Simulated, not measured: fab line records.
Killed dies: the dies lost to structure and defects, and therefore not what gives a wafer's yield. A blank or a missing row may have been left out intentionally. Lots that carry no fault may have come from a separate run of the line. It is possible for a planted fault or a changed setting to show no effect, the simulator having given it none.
fab line records | flow nand-harc | part 1 of 2: steps 1 to 22 of 33
[record] lots = 5 wafers = 15 last-day = 25
route steps=1159 shown A_STAIRCASE@669
lots that met no fault: from a run of the same line without faults
start-h: the number of hours between the record's first day and the start of the first shown wafer of the lot | wait-h: how many hours have passed since the lot's step before this one | " identical to the entry in the row above | L1.1+2: one row covering several wafers at once | - no value, or no start given | * or withheld: withheld | < > ~ a bound
route shown NAME@n: names a module that has steps shown in the file, with the first one's number in the route | usual: mean/standard deviation taken from wafers without a fault | same: alike in all rows | chamber/n: place in a boat | sites: per-site readings | _std_site: standard deviation across them | _edge_site: the outer-site mean with the inner-site mean subtracted | radius-mm: how far each site lies from the wafer's centre | mask NAME#n: copy n | behind: the last tool/chamber to shape the wafer | hold: why the lot was held/for how many hours/how that ended | device: the n, p or np transistor that did not switch | end of line: tests run on the same wafers once the route is complete | a step given without rows: its recipe and nothing more | killed: not the wafer's yield, but the dies lost to structure and defects at the first sort | map: shows each die of a wafer: x if killed, . if not, _ if none is there
set.NAME: the run value of the setting; set.NAME@STEP: its run value at that earlier step | model.NAME: the simulator's own value behind a step, which no gauge read
lots at some steps of the route; a table a step, a row a wafer
services: when a tool's chamber went out of use (start-h, in hours from the record's first day, below 0 if earlier), for how many hours, and the reason
[[steps]]
[step NHARC_A_STAIRCASE_ETCH_294]
[recipe] target-depth-a = 49920 time-s = 1212.4 ion-energy-ev = 800 c4f8-flow-sccm = 80 o2-flow-sccm = 60 ar-flow-sccm = withheld rf-w = 600 bias-w = 3000 chemistry = C4F8/O2/Ar
[usual] oes-product-au = 0.940/0.019 rf-vpp-V = 1822/11
// columns lot.wafer tool chamber start-h wait-h oes-product-au rf-hours-counter-h rf-vpp-V
L075.2 rie-diel-07 3 - - 0.918 11 1843
L075.6 " 3 " " 0.931 - 1844
L075.5 " 0 " " 0.939 - 1809
L082.4 rie-diel-01 1 - - 0.957 56 1832
L082.3 " 2 " " 0.951 57 1817
L082.5 " 2 " " 0.956 - 1816
L089.1 rie-diel-01 0 - - 0.942 7 1812
L089.2 " 1 " " 0.935 7 1832
L089.6 " 2 " " 0.929 - 1814
L095.3 rie-diel-11 2 - - 0.957 0 1816
L095.1 " 3 " " 0.953 0 1813
L095.5 " 1 " " 0.945 - 1812
L097.1 rie-diel-07 0 - - 0.960 51 1809
L097.6 " 3 " " 0.923 - 1843
L097.5 " 0 " " 0.951 - 1807
[step NHARC_A_STAIRCASE_STRIP_295]
[recipe] o2-flow-sccm = 500 ar-flow-sccm = 0 bias-w = 0 chemistry = O2
[usual] drypump-motor-current-A = 5.7/0.59 oes-product-au = 1.002/0.013 rf-vpp-V = 57.7/0.81 showerhead-plenum-p-Torr = 3.47/0.15 throttle-valve-pct = 17.036/0.0092
// columns lot.wafer tool chamber start-h wait-h drypump-motor-current-A oes-product-au rf-hours-counter-h rf-vpp-V showerhead-plenum-p-Torr throttle-valve-pct
L075.2 rie-diel-07 0 - - 5.3 1.016 12 59.0 3.30 17.038
L075.5 " 0 " " 5.3 1.008 - 56.5 3.30 17.039
L075.6 " 1 " " 6.4 1.020 - 58.8 3.64 17.032
L082.3 rie-diel-01 3 - - 4.9 1.014 53 56.8 3.41 17.044
L082.4 " 0 " " 6.6 1.006 52 56.1 3.31 17.035
L082.5 " 2 " " 5.7 1.026 - 58.4 3.39 17.035
L089.2 rie-diel-01 0 - - 6.6 1.001 7 56.4 3.31 17.036
L089.1 " 1 " " 5.3 1.009 7 58.7 3.59 17.029
L089.6 " 1 " " 5.2 0.998 - 58.1 3.59 17.035
L095.1 rie-diel-11 1 - - 5.1 0.986 1 57.4 3.32 17.030
L095.3 " 3 " " 5.5 1.009 0 57.3 3.35 17.031
L095.5 " 1 " " 5.1 0.980 - 57.6 3.32 17.032
L097.1 rie-diel-07 2 - - 6.8 0.986 48 56.9 3.46 17.060
L097.5 " 0 " " 5.3 1.024 - 56.6 3.28 17.037
L097.6 " 1 " " 6.4 1.011 - 58.1 3.62 17.028
[step NHARC_A_STAIRCASE_STRIP_296]
[recipe] time-s = 900 temp-c = 130 chemistry = SPM
[usual] temp-c = 130.00/0.13
// columns lot.wafer tool chamber start-h wait-h temp-c
L075.6 wet-bench-04 1 267.40 - 129.99
L075.2 " 4 " " 130.01
L075.5 " 5 " " 129.96
L082.4 wet-bench-09 3 302.92 - 130.14
L082.3 " 6 " " 130.21
L082.5 " 7 " " 129.99
L089.1 wet-bench-04 4 349.68 - 130.12
L089.6 " 5 " " 130.01
L089.2 " 7 " " 129.98
L095.1 wet-bench-09 7 380.69 - 130.14
L095.5 " 0 " " 129.83
L095.3 " 1 " " 130.05
L097.6 wet-bench-06 0 386.47 - 129.97
L097.5 " 1 " " 130.15
L097.1 " 4 " " 130.19
[step NHARC_A_STAIRCASE_PRECLEAN_297]
[recipe] time-s = * temp-c = 50 bath-age-min = 0 chemistry = SC1
[usual] temp-c = 50.00/0.11
// columns lot.wafer tool chamber start-h wait-h temp-c
L075.6 wet-bench-04 1 - - 50.08
L075.2 " 4 " " 49.88
L075.5 " 5 " " 49.92
L082.4 wet-bench-09 3 - - 50.01
L082.3 " 6 " " 49.90
L082.5 " 7 " " 50.00
L089.1 wet-bench-04 4 - - 49.96
L089.6 " 5 " " 49.92
L089.2 " 7 " " 49.92
L095.1 wet-bench-09 7 - - 49.95
L095.5 " 0 " " 50.07
L095.3 " 1 " " 49.82
L097.6 wet-bench-06 0 - - 50.15
L097.5 " 1 " " 50.01
L097.1 " 4 " " 50.00
[step NHARC_A_STAIRCASE_SRD_298]
// columns lot.wafer tool chamber start-h wait-h
L075.6+2+5 wet-bench-04 1,4,5 - -
L082.4+3+5 wet-bench-09 3,6,7 - -
L089.1+6+2 wet-bench-04 4,5,7 - -
L095.1+5+3 wet-bench-09 7,0,1 - -
L097.6+5+1 wet-bench-06 0,1,4 - -
[step NHARC_A_STAIRCASE_HM_DEP_462]
[recipe] target-thk-a = 8000 temp-c = 400 material = aC
[usual] throttle-valve-pct = 35.000/0.0092
// columns lot.wafer tool chamber start-h wait-h throttle-valve-pct
L075.2 acl-dep-02 0 270.74 2.9 34.989
L075.5 " 0 " " 35.002
L075.6 " 0 " " 34.999
L082.3 acl-dep-02 0 307.73 4.3 34.993
L082.4 " 0 " " 34.994
L082.5 " 0 " " 34.993
L089.1 acl-dep-01 0 352.00 1.9 35.004
L089.2 " 0 " " 34.997
L089.6 " 0 353.52 3.4 34.993
L095.1 acl-dep-01 0 383.74 2.6 35.000
L095.3 " 0 " " 34.995
L095.5 " 0 " " 34.996
L097.1 acl-dep-03 0 387.00 0.1 34.986
L097.5 " 0 388.27 1.3 35.010
L097.6 " 0 " " 35.004
[step NHARC_A_STAIRCASE_DEP_301]
[recipe] target-thk-a = 300 target-thk-nm = 30 temp-c = 400 pressure-torr = 3.5 flow-sccm = 200 rf-w = 350 material = SiON
[usual] heater-power-w = 716/91
// columns lot.wafer tool chamber start-h wait-h heater-power-w
L075.2 pecvd-01 1 272.33 1.3 630
L075.5 " 0 " " 694
L075.6 " 2 " " 746
L082.3 pecvd-03 0 309.04 1.0 711
L082.4 " 2 " " 582
L082.5 " 0 " " 714
L089.2 pecvd-04 2 353.84 1.2 613
L089.1 " 1 " " 923
L089.6 " 2 " " 625
L095.3 pecvd-01 2 385.64 1.0 726
L095.1 " 0 " " 693
L095.5 " 0 " " 701
L097.1 pecvd-01 1 388.98 1.7 663
L097.6 " 2 " " 713
L097.5 " 0 " " 656
[step NHARC_A_STAIRCASE_DEHYDRATE_302]
[recipe] temp-c = 150 time-s = 120
[usual] heater-power-total-W = 182.4/1.2
// columns lot.wafer tool chamber start-h wait-h heater-power-total-W
L075.2 litho-track-02 0 272.57 0.2 182.1
L075.5 " 0 " " 180.8
L075.6 " 0 " " 182.5
L082.3 litho-track-07 0 309.32 0.2 183.3
L082.4 " 0 " " 181.6
L082.5 " 0 " " 182.4
L089.1 litho-track-02 0 354.20 0.3 182.4
L089.2 " 0 " " 181.1
L089.6 " 0 " " 181.1
L095.1 litho-track-05 0 385.88 0.2 183.2
L095.3 " 0 " " 183.6
L095.5 " 0 " " 183.9
L097.1 litho-track-07 0 389.23 0.2 182.8
L097.5 " 0 " " 183.9
L097.6 " 0 " " 180.5
[step NHARC_A_STAIRCASE_HMDS_303]
[recipe] time-s = 30
// columns lot.wafer tool chamber start-h wait-h
L075.2+5+6 litho-track-02 0 - -
L082.3+4+5 litho-track-07 0 - -
L089.1+2+6 litho-track-02 0 - -
L095.1+3+5 litho-track-05 0 - -
L097.1+5+6 litho-track-07 0 - -
[step NHARC_A_STAIRCASE_COAT_304]
[recipe] spin-rpm = 1200
// columns lot.wafer tool chamber start-h wait-h
L075.2+5+6 litho-track-02 0 - -
L082.3+4+5 litho-track-07 0 - -
L089.1+2+6 litho-track-02 0 - -
L095.1+3+5 litho-track-05 0 - -
L097.1+5+6 litho-track-07 0 - -
[step NHARC_A_STAIRCASE_SOFTBAKE_305]
[recipe] temp-c = 135 time-s = 170
[usual] heater-power-total-W = 134.4/1
// columns lot.wafer tool chamber start-h wait-h heater-power-total-W
L075.2 litho-track-02 0 - - 135.0
L075.5 " 0 " " 135.4
L075.6 " 0 " " 133.3
L082.3 litho-track-07 0 - - 134.3
L082.4 " 0 " " 133.2
L082.5 " 0 " " 134.1
L089.1 litho-track-02 0 - - 134.3
L089.2 " 0 " " 135.5
L089.6 " 0 " " 135.6
L095.1 litho-track-05 0 - - 134.5
L095.3 " 0 " " 135.6
L095.5 " 0 " " 133.3
L097.1 litho-track-07 0 - - 133.3
L097.5 " 0 " " 133.7
L097.6 " 0 " " 133.4
[step NHARC_A_STAIRCASE_EBR_306]
// columns lot.wafer tool chamber start-h wait-h
L075.2+5+6 litho-track-02 0 - -
L082.3+4+5 litho-track-07 0 - -
L089.1+2+6 litho-track-02 0 - -
L095.1+3+5 litho-track-05 0 - -
L097.1+5+6 litho-track-07 0 - -
[step NHARC_A_STAIRCASE_EXPOSE_307]
[recipe] na = 0.5 dose-mj = 45.72 mask-id = CHOP_50
[usual] focus-offset-nm = 0.0/0.59
// columns lot.wafer tool chamber start-h wait-h mask focus-offset-nm
L075.2 krf-scanner-03 0 272.78 - CHOP_50#0 -0.3
L075.5 " 0 " " CHOP_50#0 -0.3
L075.6 " 0 " " CHOP_50#0 -0.7
L082.3 krf-scanner-02 0 309.67 - CHOP_50#0 0.1
L082.4 " 0 " " CHOP_50#0 -0.9
L082.5 " 0 " " CHOP_50#0 -0.3
L089.1 krf-scanner-02 0 354.53 - CHOP_50#0 0.5
L089.2 " 0 " " CHOP_50#0 0.3
L089.6 " 0 " " CHOP_50#0 0.1
L095.1 krf-scanner-03 0 386.25 - CHOP_50#0 -0.5
L095.3 " 0 " " CHOP_50#0 -0.2
L095.5 " 0 " " CHOP_50#0 0.1
L097.1 krf-scanner-01 0 389.43 - CHOP_50#0 0.5
L097.5 " 0 " " CHOP_50#0 -0.2
L097.6 " 0 " " CHOP_50#0 -0.8
[step NHARC_A_STAIRCASE_PEB_308]
[recipe] peb-temp-c = 115 peb-time-s = 130
[usual] heater-power-total-W = 123.85/0.2
// columns lot.wafer tool chamber start-h wait-h heater-power-total-W
L075.2 litho-track-02 0 272.84 0.1 124.03
L075.5 " 0 " " 123.63
L075.6 " 0 " " 123.70
L082.3 litho-track-07 0 309.72 0.0 124.00
L082.4 " 0 " " 124.01
L082.5 " 0 " " 123.69
L089.1 litho-track-02 0 354.59 0.1 123.92
L089.2 " 0 " " 123.85
L089.6 " 0 " " 124.01
L095.1 litho-track-07 0 386.31 0.1 123.88
L095.3 " 0 " " 123.84
L095.5 " 0 " " 123.60
L097.1 litho-track-07 0 389.50 0.1 124.04
L097.5 " 0 " " 123.78
L097.6 " 0 " " 124.07
[step NHARC_A_STAIRCASE_DEVELOP_309]
[recipe] time-s = 140
// columns lot.wafer tool chamber start-h wait-h
L075.2+5+6 litho-track-02 0 - -
L082.3+4+5 litho-track-07 0 - -
L089.1+2+6 litho-track-02 0 - -
L095.1+3+5 litho-track-07 0 - -
L097.1+5+6 litho-track-07 0 - -
[step NHARC_A_STAIRCASE_HARDBAKE_311]
[recipe] temp-c = 120 time-s = 140
[usual] heater-power-total-W = 127.30/0.21
// columns lot.wafer tool chamber start-h wait-h heater-power-total-W
L075.2 litho-track-05 0 273.07 - 127.28
L075.5 " 0 " " 127.45
L075.6 " 0 " " 127.21
L082.3 litho-track-02 0 309.95 - 127.40
L082.4 " 0 " " 126.93
L082.5 " 0 " " 127.22
L089.1 litho-track-07 0 354.81 - 127.21
L089.2 " 0 " " 127.35
L089.6 " 0 " " 127.31
L095.1 litho-track-02 0 386.53 - 127.56
L095.3 " 0 " " 127.37
L095.5 " 0 " " 127.33
L097.1 litho-track-02 0 389.72 - 127.27
L097.5 " 0 " " 127.56
L097.6 " 0 " " 127.50
[step NHARC_A_STAIRCASE_DESCUM_312]
[recipe] time-s = 3 o2-flow-sccm = 200 ar-flow-sccm = 0 bias-power-w = 0 chemistry = O2
[usual] drypump-motor-current-A = 5.7/0.61 oes-product-au = 1.003/0.013 rf-vpp-V = 57.7/0.84 showerhead-plenum-p-Torr = 1.89/0.092 throttle-valve-pct = 11.311/0.0086
// columns lot.wafer tool chamber start-h wait-h drypump-motor-current-A oes-product-au rf-hours-counter-h rf-vpp-V showerhead-plenum-p-Torr throttle-valve-pct
L075.2 rie-diel-07 3 273.17 - 5.4 0.999 13 59.0 2.05 11.305
L075.6 " 3 " " 5.4 1.006 - 58.4 2.05 11.299
L075.5 " 0 " " 5.3 1.013 - 59.5 1.78 11.300
L082.3 rie-diel-01 2 310.04 - 5.7 1.018 60 58.1 1.84 11.310
L082.4 " 0 " " 6.6 0.995 54 58.4 1.79 11.309
L082.5 " 3 " " 4.9 1.009 - 58.5 1.85 11.310
L089.2 rie-diel-01 1 354.92 - 5.2 1.002 11 57.7 1.95 11.317
L089.1 " 2 " " 5.7 1.017 8 57.4 1.83 11.297
L089.6 " 3 " " 4.9 1.001 - 57.0 1.84 11.306
L095.1 rie-diel-01 2 386.63 - 5.7 1.014 21 57.7 1.83 11.313
L095.3 " 3 " " 4.8 0.986 24 58.6 1.84 11.317
L095.5 " 2 " " 5.7 1.005 - 57.6 1.83 11.317
L097.1 rie-diel-07 3 389.92 - 5.4 0.989 56 57.1 2.04 11.295
L097.5 " 3 " " 5.4 0.990 - 59.0 2.04 11.318
L097.6 " 0 " " 5.3 1.019 - 56.1 1.77 11.302
[step NHARC_A_STAIRCASE_ETCH_313]
[recipe] cf4-flow-sccm = 100 chf3-flow-sccm = 30 ar-flow-sccm = 0 rf-w = 500 bias-w = 200 chemistry = CF4/CHF3
[usual] drypump-motor-current-A = 5.7/0.62 oes-product-au = 0.934/0.02 rf-vpp-V = 369.8/2.4 showerhead-plenum-p-Torr = 1.55/0.07 throttle-valve-pct = 16.801/0.0095
// columns lot.wafer tool chamber start-h wait-h drypump-motor-current-A oes-product-au rf-hours-counter-h rf-vpp-V showerhead-plenum-p-Torr throttle-valve-pct
L075.2 rie-diel-07 0 273.26 0.1 5.3 0.931 13 368.0 1.47 16.796
L075.6 " 0 " " 5.3 0.938 - 366.8 1.47 16.808
L075.5 " 1 " " 6.3 0.922 - 372.2 1.62 16.812
L082.3 rie-diel-01 3 310.13 0.1 4.8 0.937 55 369.4 1.52 16.810
L082.4 " 1 " " 5.2 0.938 59 373.1 1.60 16.797
L082.5 " 3 " " 4.8 0.933 - 370.5 1.52 16.804
L089.2 rie-diel-01 0 354.99 0.1 6.6 0.918 11 366.1 1.47 16.793
L089.1 " 3 " " 4.9 0.928 11 367.4 1.52 16.789
L089.6 " 0 " " 6.6 0.934 - 367.7 1.47 16.812
L095.3 rie-diel-01 2 386.71 0.1 5.7 0.938 21 368.3 1.51 16.809
L095.1 " 0 " " 6.6 0.941 24 367.6 1.47 16.792
L095.5 " 3 " " 4.9 0.923 - 368.4 1.51 16.799
L097.1 rie-diel-07 0 390.03 0.1 5.3 0.942 53 366.7 1.46 16.802
L097.6 " 2 " " 6.7 0.918 - 369.5 1.54 16.792
L097.5 " 3 " " 5.4 0.914 - 374.4 1.67 16.810
[step NHARC_A_STAIRCASE_HM_OPEN_463]
[recipe] o2-flow-sccm = 400 cos-flow-sccm = 20 ar-flow-sccm = 0 rf-w = 500 bias-w = 300 chemistry = O2/COS
[usual] drypump-motor-current-A = 5.8/0.62 oes-product-au = 1.003/0.013 rf-vpp-V = 466/3.2 showerhead-plenum-p-Torr = 3.08/0.14 throttle-valve-pct = 28.331/0.009
// columns lot.wafer tool chamber start-h wait-h drypump-motor-current-A oes-product-au rf-hours-counter-h rf-vpp-V showerhead-plenum-p-Torr throttle-valve-pct
L075.2 rie-diel-07 3 - - 5.4 1.002 13 471 3.34 28.317
L075.6 " 3 " " 5.4 0.998 - 473 3.34 28.308
L075.5 " 0 " " 5.3 1.011 - 462 2.92 28.329
L082.3 rie-diel-01 1 - - 5.2 1.009 59 469 3.18 28.328
L082.4 " 2 " " 5.7 1.019 60 463 3.00 28.338
L082.5 " 1 " " 5.3 1.018 - 468 3.18 28.336
L089.2 rie-diel-01 3 - - 4.9 0.988 11 465 3.01 28.335
L089.1 " 0 " " 6.6 1.008 11 462 2.92 28.332
L089.6 " 3 " " 4.9 0.995 - 464 3.01 28.332
L095.3 rie-diel-01 1 - - 5.2 1.015 24 468 3.17 28.332
L095.1 " 2 " " 5.7 1.015 21 465 2.99 28.323
L095.5 " 1 " " 5.2 1.009 - 468 3.17 28.330
L097.1 rie-diel-07 2 - - 6.8 0.995 49 468 3.06 28.339
L097.6 " 0 " " 5.3 1.020 - 462 2.90 28.343
L097.5 " 1 " " 6.4 1.002 - 469 3.20 28.335
[step NHARC_A_STAIRCASE_STRIP_464]
[recipe] o2-flow-sccm = 400 cos-flow-sccm = 20 ar-flow-sccm = 0 bias-w = 0 chemistry = O2/COS
// columns lot.wafer tool chamber start-h wait-h
L075.2+5+6 rie-diel-07 3,3,0 - -
L082.3+4+5 rie-diel-01 2,1,3 - -
L089.1+2+6 rie-diel-01 2,0,1 - -
L095.3+1+5 rie-diel-01 1,3,2 - -
L097.1+5+6 rie-diel-07 0,3,0 - -
[step NHARC_A_STAIRCASE_ETCH_453]
[recipe] target-depth-a = 300 overetch-a = 30 time-s = 16.5 ion-energy-ev = 100 cf4-flow-sccm = 80 o2-flow-sccm = 20 ar-flow-sccm = 0 rf-w = 300 bias-w = 100 chemistry = CF4/O2
[usual] drypump-motor-current-A = 5.7/0.62 oes-product-au = 1.004/0.014 rf-vpp-V = 197.3/1.5 showerhead-plenum-p-Torr = 1.31/0.06 throttle-valve-pct = 13.397/0.0087
// columns lot.wafer tool chamber start-h wait-h drypump-motor-current-A oes-product-au rf-hours-counter-h rf-vpp-V showerhead-plenum-p-Torr throttle-valve-pct
L075.2 rie-diel-07 1 - - 6.3 1.013 13 199.1 1.38 13.412
L075.6 " 1 " " 6.3 1.002 - 198.3 1.38 13.397
L075.5 " 3 " " 5.4 1.007 - 200.5 1.43 13.403
L082.3 rie-diel-01 1 - - 5.2 1.022 59 198.3 1.36 13.385
L082.4 " 3 " " 4.8 1.013 55 197.4 1.29 13.392
L082.5 " 2 " " 5.7 1.019 - 197.1 1.28 13.405
L089.1 rie-diel-01 0 - - 6.6 1.022 11 196.6 1.25 13.404
L089.2 " 2 " " 5.7 1.022 8 195.9 1.28 13.398
L089.6 " 3 " " 4.9 0.994 - 197.2 1.29 13.392
L095.1 rie-diel-01 1 - - 5.2 1.016 24 196.8 1.35 13.387
L095.3 " 0 " " 6.6 1.010 24 196.2 1.24 13.394
L095.5 " 2 " " 5.7 1.017 - 197.2 1.28 13.398
L097.1 rie-diel-07 1 - - 6.3 0.985 52 199.2 1.37 13.394
L097.6 " 0 " " 5.3 1.027 - 195.4 1.24 13.407
L097.5 " 1 " " 6.4 1.004 - 198.7 1.37 13.383
[step NHARC_A_STAIRCASE_ETCH_315]
[recipe] target-depth-a = 25000 time-s = 607.1 ion-energy-ev = 800 c4f8-flow-sccm = 80 o2-flow-sccm = 60 ar-flow-sccm = withheld rf-w = 600 bias-w = 3000 chemistry = C4F8/O2/Ar
[usual] oes-product-au = 0.934/0.013 rf-vpp-V = 1823/12
// columns lot.wafer tool chamber start-h wait-h oes-product-au rf-hours-counter-h rf-vpp-V
L075.2 rie-diel-07 0 - - 0.935 13 1809
L075.5 " 1 " " 0.939 - 1836
L075.6 " 0 " " 0.942 - 1811
L082.3 rie-diel-01 2 - - 0.952 60 1818
L082.4 " 0 " " 0.927 54 1810
L082.5 " 1 " " 0.940 - 1832
L089.1 rie-diel-01 2 - - 0.936 9 1816
L089.2 " 0 " " 0.935 11 1810
L089.6 " 1 " " 0.940 - 1830
L095.3 rie-diel-01 1 - - 0.933 24 1829
L095.1 " 2 " " 0.936 21 1816
L095.5 " 0 " " 0.926 - 1810
L097.1 rie-diel-07 3 - - 0.921 56 1842
L097.5 " 0 " " 0.960 - 1807
L097.6 " 1 " " 0.928 - 1834
